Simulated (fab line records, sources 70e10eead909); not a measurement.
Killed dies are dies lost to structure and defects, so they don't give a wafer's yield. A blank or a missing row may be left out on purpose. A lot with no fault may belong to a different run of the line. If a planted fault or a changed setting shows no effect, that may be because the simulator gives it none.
fab line records	flow nand_harc
[record] lots = 24	wafers = 72	last_day = 35
route steps=1302 shown P_BONDPAD@386 A_CHANNEL_HOLE_D1@450 A_CHANNEL_FILL_D1@500 A_DECK1_JOINT@542 A_ONON_D2@565
lots untouched by any fault: they come from a run of this same line in which no faults occurred
start_h: hours from the record's opening day to when the first of the lot's shown wafers began	wait_h: time in hours since the lot's previous step	" unchanged from the row above	L1.1+2: a single row standing in for several wafers	- no value, or no start given	* or withheld: withheld	< > ~ a bound
route shown NAME@n: NAME is a module with steps in the file, n the number in the route of the first one	usual: average and standard deviation across the fault-free wafers	same: alike in all rows	chamber/n: place in a boat	sites: readings site by site	_std_site: the values' standard deviation	_edge_site: outer sites' mean less inner sites'	radius_mm: for every site, how far away it sits from the centre of the wafer	mask NAME#n: copy n	behind: the tool/chamber that last shaped the wafer	hold: what put the lot on hold/how long, in hours/how the hold closed	device: names the non-switching transistor (n, p or np)	end of line: the tests these same wafers got at the end of their route	step lacking rows: just its recipe	killed: dies that structure and defects cost at the first sort, which is not the same as the wafer's yield	map: a wafer's dies, x killed, . not, _ none there
set.NAME: the run value of the setting; set.NAME@STEP: its run value at that earlier step	model.NAME: the simulator's own value behind a step, which no gauge read
the route's steps for a sample of lots (tables are steps, rows are wafers)
services: a tool's chamber out of use, with start hour (start_h, from the record's first day; less than 0 if before it), hours out, and reason
[[steps]]
[step NHARC_P_BONDPAD_ACTIVATE_29]
[recipe] time_s = 60	n2_flow_sccm = 200	ar_flow_sccm = 0	bias_power_w = 0	chemistry = N2
[usual] drypump_motor_current_A = 5.6/0.44	n2_flow_sccm = 200.0/0.54	oes_product_au = 0.998/0.0065	rf_vpp_V = 64.0/0.88	showerhead_plenum_p_Torr = 1.74/0.076
[same] time_s = 60
lot.wafer	tool	chamber	start_h	wait_h	drypump_motor_current_A	n2_flow_sccm	oes_product_au	rf_hours_counter_h	rf_vpp_V	showerhead_plenum_p_Torr
L074.3	rie_diel-11	2	138.91	0.1	4.9	200.4	1.007	3.7	64.4	1.68
L074.2	"	1	"	"	5.3	198.7	0.998	3.9	65.0	1.87
L074.6	"	2	"	"	4.9	200.2	0.994	-	63.5	1.67
L075.1	rie_diel-13	1	144.62	0.1	5.4	199.5	0.994	5.8	65.1	1.66
L075.4	"	3	"	"	5.7	199.9	0.989	9.0	65.3	1.76
L075.5	"	1	"	"	5.4	199.3	0.992	-	64.8	1.66
L076.1	rie_diel-11	3	160.45	0.1	6.2	200.4	1.000	3.0	62.6	1.69
L076.4	"	1	"	"	5.2	200.3	0.996	4.3	62.7	1.87
L076.3	"	2	"	"	4.9	200.4	1.012	4.2	63.5	1.68
L077.4	rie_diel-11	3	170.20	0.1	6.2	201.1	0.993	3.4	63.4	1.69
L077.3	"	0	"	"	6.1	201.1	0.989	4.7	64.3	1.70
L077.6	"	2	"	"	4.9	199.5	0.992	-	63.4	1.68
L078.1	rie_diel-11	2	179.46	0.1	4.9	200.0	1.005	4.7	63.9	1.67
L078.4	"	0	"	"	6.1	199.6	1.007	4.8	64.2	1.70
L078.6	"	3	"	"	6.1	200.1	0.998	-	65.0	1.69
L079.2	rie_diel-11	0	185.94	0.1	6.1	200.4	0.987	5.6	64.2	1.70
L079.1	"	1	"	"	5.3	200.3	0.998	5.7	66.0	1.87
L079.4	"	3	"	"	6.2	200.2	0.999	4.4	62.9	1.69
L080.4	rie_diel-11	0	197.59	0.1	6.1	199.4	0.995	5.8	62.9	1.70
L080.5	"	1	"	"	5.3	199.9	0.991	-	64.7	1.87
L080.6	"	2	"	"	4.9	200.1	0.994	-	64.4	1.67
L081.2	rie_diel-13	0	213.94	0.1	5.1	201.1	0.992	1.4	64.0	1.68
L081.5	"	1	"	"	5.4	198.7	0.992	-	63.9	1.66
L081.6	"	2	"	"	5.8	199.8	0.986	-	64.1	1.79
L082.4	rie_diel-13	2	214.25	0.1	5.8	199.1	1.006	1.2	63.8	1.79
L082.1	"	3	"	"	5.8	200.2	0.991	1.4	65.2	1.76
L082.2	"	0	"	"	5.2	199.8	0.993	1.4	63.6	1.68
L083.2	rie_diel-06	0	226.65	0.1	5.1	200.1	1.001	3.1	64.5	1.91
L083.4	"	1	"	"	5.4	200.0	0.997	3.4	62.6	1.71
L083.3	"	2	"	"	5.3	200.3	0.990	2.8	63.1	1.74
L084.1	rie_diel-11	0	232.60	0.1	6.0	200.0	0.993	7.5	62.9	1.70
L084.3	"	1	"	"	5.3	200.1	1.000	7.6	65.7	1.87
L084.5	"	0	"	"	6.1	199.6	0.997	-	64.1	1.70
L085.3	rie_diel-11	0	251.04	0.1	6.1	200.0	0.987	8.2	63.5	1.70
L085.2	"	2	"	"	4.9	200.0	1.009	8.7	64.5	1.67
L085.6	"	0	"	"	6.1	200.1	1.008	-	63.6	1.70
L086.3	rie_diel-11	2	251.77	0.1	4.9	199.8	1.001	8.7	64.8	1.67
L086.4	"	0	"	"	6.1	201.1	0.994	8.2	63.9	1.70
L086.5	"	2	"	"	4.9	199.4	1.004	-	64.4	1.67
L087.2	rie_diel-13	0	270.03	0.1	5.2	200.1	1.001	5.0	63.8	1.68
L087.4	"	1	"	"	5.4	199.9	1.003	4.8	61.6	1.66
L087.5	"	0	"	"	5.2	200.3	1.003	-	63.6	1.68
L089.2	rie_diel-13	3	284.78	0.1	5.7	199.3	0.998	4.7	65.2	1.76
L089.3	"	0	"	"	5.1	200.4	0.995	5.3	63.8	1.68
L089.1	"	1	"	"	5.5	200.6	0.997	5.0	63.4	1.66
L088.1	rie_diel-11	0	284.99	0.1	6.1	200.2	1.006	1.3	62.2	1.70
L088.4	"	1	"	"	5.3	199.4	1.004	1.3	64.3	1.87
L088.5	"	3	"	"	6.2	199.5	1.005	-	63.0	1.69
L090.1	rie_diel-11	0	301.18	0.1	6.1	200.1	0.997	2.6	65.1	1.70
L090.6	"	2	"	"	4.9	200.8	1.007	-	63.6	1.67
L090.5	"	3	"	"	6.2	199.9	0.987	-	65.6	1.69
L091.3	rie_diel-06	3	305.88	0.1	6.1	200.2	1.000	5.0	63.1	1.72
L091.4	"	0	"	"	5.1	199.9	1.002	4.9	64.0	1.91
L091.6	"	3	"	"	6.1	199.7	1.003	-	64.0	1.72
L092.1	rie_diel-13	1	312.61	0.1	5.4	200.3	0.999	7.1	64.0	1.66
L092.3	"	2	"	"	5.8	199.9	1.007	6.3	65.0	1.79
L092.6	"	1	"	"	5.4	200.7	1.000	-	62.9	1.66
L093.3	rie_diel-13	0	332.00	0.1	5.1	200.7	0.995	8.7	64.1	1.68
L093.5	"	0	"	"	5.2	200.7	1.000	-	64.4	1.68
L093.6	"	1	"	"	5.4	200.1	1.001	-	63.5	1.66
L094.4	rie_diel-06	1	336.42	0.1	5.4	200.5	0.990	0.3	63.8	1.71
L094.6	"	3	"	"	6.1	200.8	0.992	-	63.7	1.72
L094.5	"	0	"	"	5.1	200.6	0.997	-	64.2	1.91
L095.2	rie_diel-06	2	344.37	0.1	5.3	199.9	0.987	0.8	65.0	1.74
L095.1	"	1	"	"	5.4	199.7	0.992	0.8	65.2	1.71
L095.5	"	3	"	"	6.0	199.4	0.985	-	64.7	1.72
L096.3	rie_diel-06	1	358.38	0.1	5.4	199.1	0.998	1.4	64.2	1.71
L096.1	"	3	"	"	6.1	199.4	0.996	1.4	64.0	1.72
L096.2	"	0	"	"	5.1	200.1	0.993	1.3	64.8	1.91
L097.2	rie_diel-11	2	375.96	0.1	4.9	201.2	1.005	6.0	63.3	1.67
L097.3	"	0	"	"	6.1	199.3	1.008	7.1	62.9	1.70
L097.5	"	2	"	"	4.9	200.7	1.002	-	63.5	1.67
[step NHARC_A_CHANNEL_HOLE_D1_DEP_00]
[recipe] target_thk_a = 31000	temp_c = 400	material = aC
[usual] throttle_valve_pct = 35.000/0.0088
lot.wafer	tool	chamber	start_h	wait_h	throttle_valve_pct
L074.2	acl_dep-02	0	176.89	0.4	35.010
L074.3	"	0	"	"	35.001
L074.6	"	0	"	"	34.987
L075.1	acl_dep-01	0	181.89	0.1	34.984
L075.4	"	0	"	"	34.995
L075.5	"	0	"	"	35.016
L076.1	acl_dep-03	0	206.72	7.7	35.002
L076.3	"	0	"	"	35.006
L076.4	"	0	"	"	35.000
L077.3	acl_dep-01	0	209.38	0.9	34.998
L077.4	"	0	"	"	35.006
L077.6	"	0	"	"	34.991
L079.1	acl_dep-01	0	219.68	0.1	34.996
L079.2	"	0	"	"	35.010
L079.4	"	0	"	"	34.988
L078.1	acl_dep-03	0	219.92	0.3	34.992
L078.4	"	0	"	"	35.005
L078.6	"	0	"	"	35.017
L080.4	acl_dep-01	0	234.34	1.0	35.009
L080.5	"	0	"	"	35.000
L080.6	"	0	"	"	35.003
L082.1	acl_dep-01	0	254.66	1.4	34.995
L082.2	"	0	"	"	34.992
L082.4	"	0	"	"	34.983
L081.2	acl_dep-02	0	255.25	2.0	34.987
L081.5	"	0	"	"	34.996
L081.6	"	0	"	"	35.008
L084.1	acl_dep-02	0	266.75	0.1	35.008
L084.3	"	0	"	"	34.994
L084.5	"	0	"	"	35.009
L083.2	acl_dep-01	0	266.88	0.4	34.982
L083.3	"	0	"	"	34.995
L083.4	"	0	"	"	34.995
L085.2	acl_dep-03	0	290.84	1.7	35.007
L085.3	"	0	"	"	35.009
L085.6	"	0	"	"	34.978
L086.3	acl_dep-01	0	292.12	3.0	35.012
L086.4	"	0	"	"	35.004
L086.5	"	0	"	"	34.986
L087.2	acl_dep-01	0	314.35	7.2	35.022
L087.4	"	0	"	"	35.018
L087.5	"	0	"	"	34.990
L088.1	acl_dep-02	0	323.07	0.1	35.014
L088.4	"	0	"	"	34.996
L088.5	"	0	"	"	35.005
L089.1	acl_dep-02	0	324.97	1.7	35.017
L089.2	"	0	"	"	35.002
L089.3	"	0	"	"	35.004
L090.1	acl_dep-01	0	340.72	0.1	35.005
L090.5	"	0	341.99	1.3	35.001
L090.6	"	0	"	"	35.010
L091.3	acl_dep-01	0	343.26	2.4	34.998
L091.4	"	0	"	"	34.985
L091.6	"	0	"	"	35.004
L092.1	acl_dep-01	0	351.37	1.2	35.003
L092.3	"	0	"	"	34.996
L092.6	"	0	"	"	34.987
L094.4	acl_dep-01	0	373.68	2.1	34.990
L094.5	"	0	"	"	34.996
L094.6	"	0	"	"	35.005
L093.3	acl_dep-02	0	374.32	2.5	34.999
L093.5	"	0	"	"	35.001
L093.6	"	0	"	"	34.996
L095.1	acl_dep-03	0	387.20	6.2	34.991
L095.2	"	0	"	"	35.011
L095.5	"	0	"	"	34.988
L096.1	acl_dep-03	0	397.35	0.9	34.989
L096.2	"	0	"	"	35.004
L096.3	"	0	"	"	35.009
L097.2	acl_dep-02	0	415.85	3.9	34.989
L097.3	"	0	"	"	35.002
L097.5	"	0	"	"	34.991
[step NHARC_A_CHANNEL_HOLE_D1_DESCUM_15]
[recipe] time_s = 3	o2_flow_sccm = 200	ar_flow_sccm = 0	bias_power_w = 0	chemistry = O2
[usual] drypump_motor_current_A = 5.7/0.62	o2_flow_sccm = 200.0/0.58	oes_product_au = 1.000/0.0071	rf_vpp_V = 57.6/0.8	showerhead_plenum_p_Torr = 1.87/0.068	throttle_valve_pct = 11.311/0.0088
[same] time_s = 3
lot.wafer	tool	chamber	start_h	wait_h	drypump_motor_current_A	o2_flow_sccm	oes_product_au	rf_hours_counter_h	rf_vpp_V	showerhead_plenum_p_Torr	throttle_valve_pct
L074.3	rie_diel-12	0	179.49	0.1	6.0	199.6	1.006	7	58.6	1.87	11.321
L074.2	"	1	"	"	6.6	200.7	1.000	7	57.3	1.90	11.308
L074.6	"	0	"	"	6.0	200.2	1.005	-	58.1	1.87	11.315
L075.4	rie_diel-12	1	184.73	0.1	6.6	198.9	0.999	8	56.1	1.90	11.311
L075.1	"	0	"	"	6.0	198.6	0.991	8	58.0	1.87	11.326
L075.5	"	1	"	"	6.6	199.9	1.007	-	56.8	1.90	11.309
L076.4	rie_diel-12	0	209.57	0.1	6.0	200.2	1.012	9	57.0	1.86	11.317
L076.3	"	2	"	"	5.1	200.8	1.002	9	56.4	1.84	11.294
L076.1	"	3	"	"	5.1	201.0	1.006	8	56.7	1.78	11.302
L077.3	rie_diel-12	0	211.60	0.1	6.0	200.6	1.008	10	57.2	1.86	11.295
L077.4	"	2	"	"	5.2	200.0	1.002	9	57.9	1.84	11.315
L077.6	"	0	"	"	6.0	199.8	1.011	-	57.3	1.86	11.297
L079.2	rie_diel-12	3	222.50	0.1	5.0	200.1	0.996	10	57.6	1.78	11.306
L079.1	"	0	"	"	6.0	199.5	1.007	11	56.4	1.86	11.318
L079.4	"	2	"	"	5.1	199.9	0.999	-	56.3	1.84	11.317
L078.4	rie_diel-04	3	222.78	0.1	6.1	199.0	1.001	10	58.5	1.97	11.299
L078.1	"	2	"	"	5.8	199.3	0.998	10	57.0	1.89	11.311
L078.6	"	0	"	"	4.6	200.3	1.007	-	57.4	2.07	11.323
L080.4	rie_diel-12	1	236.26	0.1	6.6	200.8	0.998	-	58.9	1.90	11.300
L080.6	"	1	"	"	6.6	199.9	1.000	-	58.0	1.90	11.315
L080.5	"	0	"	"	6.0	199.9	1.003	-	59.3	1.86	11.301
L082.1	rie_diel-12	1	257.38	0.1	6.5	199.7	1.003	13	57.9	1.90	11.293
L082.2	"	3	"	"	5.1	199.0	0.993	12	57.5	1.78	11.295
L082.4	"	0	"	"	5.9	199.5	1.000	14	57.9	1.86	11.319
L081.2	rie_diel-10	0	257.75	0.1	6.3	200.2	0.997	2	58.8	1.93	11.299
L081.6	"	0	"	"	6.3	200.7	0.997	-	57.3	1.93	11.304
L081.5	"	1	"	"	5.2	199.4	1.007	-	59.2	1.86	11.303
L083.4	rie_diel-04	0	269.30	0.1	4.6	199.8	1.011	27	57.7	2.07	11.303
L083.2	"	1	"	"	4.9	198.7	0.996	23	54.8	1.80	11.322
L083.3	"	2	"	"	5.7	200.0	1.010	24	57.3	1.88	11.309
L084.3	rie_diel-10	1	269.55	0.1	5.2	200.0	1.005	6	58.7	1.86	11.316
L084.1	"	3	"	"	5.6	200.7	1.001	7	58.2	1.85	11.308
L084.5	"	1	"	"	5.1	200.5	1.001	-	56.6	1.86	11.324
L085.2	rie_diel-12	1	293.24	0.1	6.5	200.1	1.002	0	58.4	1.90	11.326
L085.3	"	3	"	"	5.1	199.6	0.990	1	57.9	1.78	11.313
L085.6	"	1	"	"	6.5	201.2	0.997	-	57.6	1.90	11.304
L086.3	rie_diel-04	0	294.20	0.1	4.6	199.6	1.006	36	58.2	2.06	11.309
L086.4	"	1	"	"	4.9	200.2	1.006	34	56.7	1.80	11.308
L086.5	"	1	"	"	4.9	200.0	1.004	-	57.2	1.80	11.309
L087.2	rie_diel-12	3	316.73	0.1	5.1	199.8	0.989	2	56.6	1.78	11.318
L087.4	"	2	"	"	5.2	199.5	0.990	2	57.0	1.84	11.320
L087.5	"	3	"	"	5.1	199.8	0.982	-	56.8	1.78	11.310
L088.1	rie_diel-12	0	325.91	0.1	6.0	198.7	1.002	3	56.8	1.86	11.309
L088.4	"	1	"	"	6.6	199.1	0.995	3	58.5	1.90	11.322
L088.5	"	3	"	"	5.1	199.8	0.981	-	57.7	1.78	11.310
L089.1	rie_diel-12	2	327.68	0.1	5.2	199.3	0.988	3	58.2	1.84	11.314
L089.2	"	3	"	"	5.1	200.9	0.996	3	56.1	1.78	11.307
L089.3	"	0	"	"	6.0	199.9	1.001	3	57.8	1.86	11.330
L090.1	rie_diel-10	1	343.44	0.1	5.2	201.3	1.000	29	57.4	1.85	11.321
L090.5	"	0	"	"	6.3	200.8	0.998	-	57.3	1.92	11.304
L090.6	"	1	"	"	5.1	200.4	1.005	-	57.2	1.85	11.312
L091.3	rie_diel-12	0	345.45	0.1	6.0	200.4	1.011	5	56.5	1.86	11.308
L091.4	"	1	"	"	6.6	200.6	1.012	5	57.6	1.90	11.312
L091.6	"	0	"	"	6.0	199.8	1.010	-	58.2	1.86	11.329
L092.3	rie_diel-12	1	354.22	0.1	6.6	199.8	0.984	5	58.8	1.90	11.320
L092.1	"	2	"	"	5.2	199.9	0.989	6	57.3	1.83	11.305
L092.6	"	0	"	"	6.0	200.7	1.003	-	58.6	1.86	11.283
L094.4	rie_diel-12	0	375.56	0.1	6.0	200.8	1.008	8	56.8	1.86	11.317
L094.5	"	0	"	"	6.0	200.7	1.003	-	57.6	1.86	11.314
L094.6	"	1	"	"	6.6	200.1	1.009	-	56.8	1.90	11.293
L093.3	rie_diel-10	1	376.53	0.1	5.2	199.1	1.003	40	57.5	1.85	11.320
L093.6	"	1	"	"	5.2	200.1	1.004	-	57.9	1.85	11.305
L093.5	"	2	"	"	6.0	200.1	0.990	-	58.2	1.80	11.319
L095.1	rie_diel-12	3	389.94	0.1	5.1	200.4	0.992	9	58.4	1.78	11.314
L095.2	"	0	"	"	6.0	199.8	1.004	9	57.1	1.86	11.314
L095.5	"	2	"	"	5.2	200.2	0.994	-	58.2	1.83	11.312
L096.3	rie_diel-12	3	400.18	0.1	5.1	200.7	0.995	10	57.0	1.78	11.313
L096.1	"	0	"	"	6.0	200.5	1.008	10	56.8	1.86	11.308
L096.2	"	2	"	"	5.1	200.5	1.001	9	58.7	1.83	11.317
L097.3	rie_diel-04	0	418.31	0.1	4.6	199.5	0.994	19	58.3	2.05	11.319
L097.2	"	2	"	"	5.8	200.3	0.997	15	58.7	1.87	11.311
L097.5	"	3	"	"	6.2	199.5	1.002	-	57.3	1.95	11.311
[step NHARC_A_CHANNEL_FILL_D1_ETCHBACK_20]
[recipe] target_depth_a = 270	time_s = 13.5	c4f8_flow_sccm = withheld	o2_flow_sccm = 8	ar_flow_sccm = withheld	rf_w = 600	bias_w = 1500	chemistry = C4F8/O2/Ar
[usual] oes_product_au = 0.97/0.035	rf_vpp_V = 978/7.7
[same] time_s = 13.5
lot.wafer	tool	chamber	start_h	wait_h	oes_product_au	rf_hours_counter_h	rf_vpp_V
L074.2	rie_diel-09	3	213.08	-	1.00	3.4	988
L074.3	"	1	"	"	0.99	3.0	972
L074.6	"	3	"	"	1.00	-	987
L075.1	rie_diel-08	3	213.09	-	0.98	1.5	986
L075.4	"	0	"	"	0.99	1.6	969
L075.5	"	3	"	"	0.99	-	987
L076.1	rie_diel-09	2	241.90	-	0.93	4.5	985
L076.3	"	3	"	"	0.93	4.6	989
L076.4	"	0	"	"	0.92	4.4	969
L077.3	rie_diel-05	0	241.90	-	1.00	0.9	987
L077.4	"	3	"	"	1.00	0.9	970
L077.6	"	0	"	"	1.00	-	987
L079.1	rie_diel-05	1	254.01	-	1.00	1.4	983
L079.4	"	2	"	"	0.99	1.4	971
L079.2	"	0	"	"	1.00	2.6	987
L078.1	rie_diel-09	1	254.02	-	0.93	5.0	972
L078.6	"	1	"	"	0.93	-	970
L078.4	"	2	"	"	0.93	-	984
L080.4	rie_diel-05	3	269.37	-	0.98	2.9	968
L080.5	"	1	"	"	0.99	-	982
L080.6	"	2	"	"	0.98	-	972
L082.4	rie_diel-08	3	288.52	-	0.92	5.3	987
L082.2	"	0	"	"	0.92	4.9	970
L082.1	"	1	"	"	0.92	5.0	979
L081.2	rie_diel-08	3	288.59	-	1.00	5.3	986
L081.5	"	0	"	"	1.00	-	969
L081.6	"	1	"	"	0.99	-	979
L083.3	rie_diel-08	3	300.76	-	0.91	6.2	986
L083.4	"	0	"	"	0.93	5.8	971
L083.2	"	1	"	"	0.92	6.2	979
L084.3	rie_diel-09	3	300.77	-	0.92	6.5	988
L084.1	"	1	"	"	0.92	8.4	970
L084.5	"	2	"	"	0.92	-	983
L085.2	rie_diel-05	1	328.23	-	1.00	5.5	981
L085.3	"	3	"	"	0.99	6.0	970
L085.6	"	1	"	"	1.00	-	982
L086.4	rie_diel-09	1	332.02	-	1.00	0.1	972
L086.3	"	2	"	"	0.99	0.1	985
L086.5	"	2	"	"	0.99	-	985
L087.2	rie_diel-09	0	347.88	-	0.99	0.4	968
L087.4	"	3	"	"	1.01	0.5	989
L087.5	"	1	"	"	1.02	-	971
L089.3	rie_diel-05	0	358.21	-	0.93	8.1	987
L089.2	"	2	"	"	0.93	6.8	968
L089.1	"	3	"	"	0.92	7.8	968
L088.1	rie_diel-09	1	358.22	-	0.95	1.3	971
L088.4	"	3	"	"	0.96	1.3	988
L088.5	"	0	"	"	0.96	-	968
L091.3	rie_diel-09	1	375.52	-	1.00	2.7	972
L091.4	"	3	"	"	1.00	2.5	989
L091.6	"	2	"	"	0.99	-	983
L090.1	rie_diel-05	1	375.54	-	0.92	8.8	982
L090.5	"	3	"	"	0.92	-	970
L090.6	"	0	"	"	0.92	-	987
L092.3	rie_diel-05	1	385.74	-	0.92	9.3	981
L092.1	"	2	"	"	0.93	8.5	968
L092.6	"	0	"	"	0.93	-	987
L093.3	rie_diel-09	1	409.43	-	1.01	4.2	972
L093.5	"	0	"	"	0.99	-	969
L093.6	"	1	"	"	1.00	-	972
L094.4	rie_diel-08	1	409.45	-	0.99	2.0	980
L094.5	"	3	"	"	1.01	-	987
L094.6	"	0	"	"	0.99	-	971
L095.2	rie_diel-09	3	428.52	-	0.92	4.4	987
L095.1	"	2	"	"	0.91	4.8	982
L095.5	"	0	"	"	0.92	-	969
L096.3	rie_diel-09	0	431.67	-	0.95	4.2	969
L096.2	"	1	"	"	0.96	4.7	971
L096.1	"	2	"	"	0.95	4.8	984
L097.2	rie_diel-05	3	451.74	-	1.00	1.4	968
L097.3	"	0	"	"	0.99	2.2	986
L097.5	"	0	"	"	1.00	-	987
[step NHARC_A_DECK1_JOINT_DEP_16]
[recipe] target_thk_a = 450	temp_c = 400	pressure_torr = 6.5	rf_w = 900	teos_flow_sccm = 161.4	flow_sccm = 2650	target_thk_nm = 45	gas = O2	material = SiO2
[usual] heater_power_w = 603/120	throttle_valve_pct = 16.0/0.71
lot.wafer	tool	chamber	start_h	wait_h	heater_power_w	throttle_valve_pct
L075.1	pecvd-02	0	273.96	0.1	762	16.3
L075.5	"	0	"	"	721	16.1
L075.4	"	2	"	"	659	16.3
L074.3	pecvd-01	2	273.96	0.1	543	16.7
L074.2	"	1	"	"	627	15.9
L074.6	"	1	"	"	642	15.9
L077.3	pecvd-02	1	305.79	0.1	513	15.9
L077.4	"	1	"	"	492	15.8
L077.6	"	2	"	"	563	16.6
L076.3	pecvd-02	0	305.93	0.2	682	16.3
L076.1	"	2	"	"	594	16.5
L076.4	"	1	"	"	566	15.8
L079.2	pecvd-01	1	310.78	0.1	604	15.6
L079.1	"	2	"	"	405	16.9
L079.4	"	0	"	"	721	16.2
L078.1	pecvd-02	1	310.83	0.1	571	15.9
L078.4	"	2	"	"	641	16.8
L078.6	"	0	"	"	713	16.2
L080.5	pecvd-01	1	329.20	0.2	672	15.1
L080.6	"	2	"	"	516	17.2
L080.4	"	0	"	"	755	15.2
L082.1	pecvd-01	1	345.22	0.1	648	15.3
L082.2	"	2	"	"	528	17.4
L082.4	"	1	"	"	649	14.9
L081.2	pecvd-03	1	345.22	0.1	482	16.1
L081.6	"	1	"	"	487	15.8
L081.5	"	0	"	"	433	15.7
L084.3	pecvd-03	1	356.77	0.1	517	15.7
L084.1	"	2	"	"	473	16.5
L084.5	"	0	"	"	547	15.6
L083.3	pecvd-01	2	356.78	0.1	461	17.3
L083.2	"	0	"	"	823	15.1
L083.4	"	0	"	"	829	15.1
L085.3	pecvd-02	1	385.60	0.1	543	16.0
L085.2	"	2	"	"	512	16.4
L085.6	"	1	"	"	539	15.9
L086.3	pecvd-01	0	391.02	0.1	801	15.4
L086.5	"	2	"	"	457	17.5
L086.4	"	1	"	"	617	15.2
L087.2	pecvd-03	2	411.33	0.1	439	16.7
L087.5	"	1	"	"	607	15.8
L087.4	"	2	"	"	461	16.8
L089.3	pecvd-03	2	417.93	0.1	460	16.4
L089.2	"	0	"	"	522	15.3
L089.1	"	1	"	"	513	15.8
L088.1	pecvd-01	1	418.01	0.2	644	15.0
L088.5	"	2	"	"	464	17.7
L088.4	"	1	"	"	664	15.0
L091.3	pecvd-01	2	440.06	0.1	479	17.5
L091.4	"	0	"	"	777	15.0
L091.6	"	1	"	"	695	15.0
L090.1	pecvd-02	0	440.09	0.1	726	16.4
L090.6	"	0	"	"	727	16.1
L090.5	"	2	"	"	623	16.7
L092.1	pecvd-01	2	445.60	0.1	535	17.7
L092.3	"	1	"	"	674	14.9
L092.6	"	1	"	"	667	15.2
L093.3	pecvd-02	0	469.80	0.1	781	16.7
L093.5	"	1	"	"	564	15.8
L093.6	"	0	"	"	778	16.3
L094.6	pecvd-03	0	469.82	0.2	518	15.5
L094.5	"	1	"	"	615	15.9
L094.4	"	2	"	"	442	16.7
L096.2	pecvd-02	1	486.27	0.1	513	15.5
L096.1	"	2	"	"	673	16.5
L096.3	"	0	"	"	730	16.5
L095.2	pecvd-03	0	486.33	0.1	445	15.5
L095.1	"	1	"	"	624	16.0
L095.5	"	2	"	"	388	16.7
L097.2	pecvd-01	0	515.42	0.1	699	15.7
L097.3	"	1	"	"	552	15.8
L097.5	"	0	"	"	725	15.6
[step NHARC_A_ONON_D2_THK_MEAS_30]
[recipe] thk_meas_gauge = ellipsometry
[usual] thk_nm = 1002/9.6
lot.wafer	tool	chamber	start_h	wait_h	thk_nm
L074.2	film_metro-01	-	287.30	-	1008
L074.3	"	-	"	"	1005
L074.6	"	-	"	"	1006
L075.1	film_metro-01	-	287.32	-	1006
L075.4	"	-	"	"	1006
L075.5	"	-	"	"	1007
L076.1	film_metro-02	-	318.96	-	1018
L076.3	"	-	"	"	1018
L076.4	"	-	"	"	1017
L077.3	film_metro-01	-	319.00	-	1000
L077.4	"	-	"	"	1002
L077.6	"	-	"	"	1000
L079.1	film_metro-01	-	326.08	-	1009
L079.2	"	-	"	"	1010
L079.4	"	-	"	"	1011
L078.1	film_metro-02	-	326.09	-	1000
L078.4	"	-	"	"	998
L078.6	"	-	"	"	998
L080.4	film_metro-01	-	341.97	-	1006
L080.5	"	-	"	"	1006
L080.6	"	-	"	"	1005
L082.1	film_metro-02	-	358.42	-	1006
L082.2	"	-	"	"	1005
L082.4	"	-	"	"	1004
L081.2	film_metro-02	-	358.56	-	1014
L081.5	"	-	"	"	1013
L081.6	"	-	"	"	1012
L083.2	film_metro-02	-	371.59	-	1007
L083.3	"	-	"	"	1007
L083.4	"	-	"	"	1008
L084.1	film_metro-01	-	371.82	-	978
L084.3	"	-	"	"	977
L084.5	"	-	"	"	978
L085.2	film_metro-01	-	398.39	-	1014
L085.3	"	-	"	"	1015
L085.6	"	-	"	"	1016
L086.3	film_metro-02	-	403.82	-	995
L086.4	"	-	"	"	994
L086.5	"	-	"	"	994
L087.2	film_metro-01	-	425.63	-	1005
L087.4	"	-	"	"	1005
L087.5	"	-	"	"	1006
L088.1	film_metro-02	-	433.43	-	993
L088.4	"	-	"	"	994
L088.5	"	-	"	"	994
L089.1	film_metro-01	-	433.44	-	1020
L089.2	"	-	"	"	1017
L089.3	"	-	"	"	1017
L090.1	film_metro-02	-	453.40	-	1005
L090.5	"	-	"	"	1008
L090.6	"	-	"	"	1007
L091.3	film_metro-02	-	453.58	-	989
L091.4	"	-	"	"	990
L091.6	"	-	"	"	990
L092.1	film_metro-01	-	458.37	-	1001
L092.3	"	-	"	"	999
L092.6	"	-	"	"	1001
L093.3	film_metro-02	-	482.50	-	992
L093.5	"	-	"	"	991
L093.6	"	-	"	"	992
L094.4	film_metro-01	-	482.50	-	984
L094.5	"	-	"	"	988
L094.6	"	-	"	"	988
L095.1	film_metro-02	-	499.71	-	1003
L095.2	"	-	"	"	1003
L095.5	"	-	"	"	1002
L096.1	film_metro-02	-	500.05	-	998
L096.2	"	-	"	"	1000
L096.3	"	-	"	"	999
L097.2	film_metro-01	-	528.16	-	1000
L097.3	"	-	"	"	1002
L097.5	"	-	"	"	1000
[[services]]
tool	chamber	start_h	hours	kind
rie_diel-12	3	120.15	6.4	repair
rie_diel-09	-	143.19	9.0	pm
rie_diel-12	-	157.70	0.3	repair
acl_dep-01	-	192.16	13.0	pm
rie_diel-11	3	200.01	10.9	repair
rie_diel-11	1	209.13	4.4	repair
rie_diel-12	1	219.83	6.2	repair
rie_diel-12	2	231.31	7.1	repair
rie_diel-12	3	232.37	7.8	repair
rie_diel-12	1	237.71	3.6	repair
rie_diel-09	3	245.78	16.1	repair
rie_diel-11	-	252.87	2.2	repair
rie_diel-11	-	255.50	9.0	pm
rie_diel-12	-	268.40	9.0	pm
rie_diel-09	-	320.19	9.0	pm
rie_diel-12	1	333.23	5.4	repair
acl_dep-01	-	374.64	13.0	pm
rie_diel-12	1	383.32	3.0	repair
rie_diel-09	2	391.92	10.0	repair
rie_diel-09	-	398.64	0.2	repair
rie_diel-11	-	432.50	9.0	pm
rie_diel-12	-	445.40	9.0	pm
rie_diel-12	2	490.35	33.6	repair
rie_diel-11	2	511.13	1.7	repair
[[key]]
fault none
